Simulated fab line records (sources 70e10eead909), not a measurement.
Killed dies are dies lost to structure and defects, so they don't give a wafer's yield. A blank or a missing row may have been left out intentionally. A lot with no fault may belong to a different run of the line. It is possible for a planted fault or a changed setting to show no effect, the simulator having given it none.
Matching of chambers	flow nand-harc	3 sister chambers for NHARC_P_M1_DEP_33 on pecvd-01
The step deposits SiCN, target thk 30 nm. 3 wafers are shown with their chamber, then 8 later ones without.

## WAFERS, EACH WITH ITS CHAMBER
wafer	chamber	heater-power-w (W)
L080.3	0	523
L080.6	2	589
L085.1	1	619

## WAFERS MISSING THEIR CHAMBER
wafer	heater-power-w (W)
L085.3	576
L085.4	575
L091.3	644
L091.4	611
L091.6	570
L096.1	570
L096.4	627
L096.6	551

## THE CHAMBER EACH PASSED THROUGH
wafer	from the rows above	in truth
L085.3	can't be placed: 2 or 1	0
L085.4	can't be placed: 2 or 1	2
L091.3	can't be placed: 1 or 2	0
L091.4	can't be placed: 1 or 2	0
L091.6	can't be placed: 2 or 0 or 1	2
L096.1	can't be placed: 2 or 0 or 1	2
L096.4	can't be placed: 1 or 2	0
L096.6	can't be placed: 0 or 2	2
Correctly placed: 0 of 8. From these rows, 8 cannot be placed; in 4 the true chamber is one of the candidates. Placed wrongly: 0.
How it was worked out, from the rows above alone: a wafer's distance from a chamber is the root of the sum, over the readings, of the square of ((its reading less the chamber's mean) divided by the reading's scatter). If the next closest chamber is less than 2 further off than the closest, the wafer can't be placed; otherwise it belongs to the closest. The mean given for a chamber averages the wafers shown for that chamber. The scatter (one wafer shown for each chamber): square how far every hidden wafer sits from the nearest shown wafer, average those squares and take the square root.
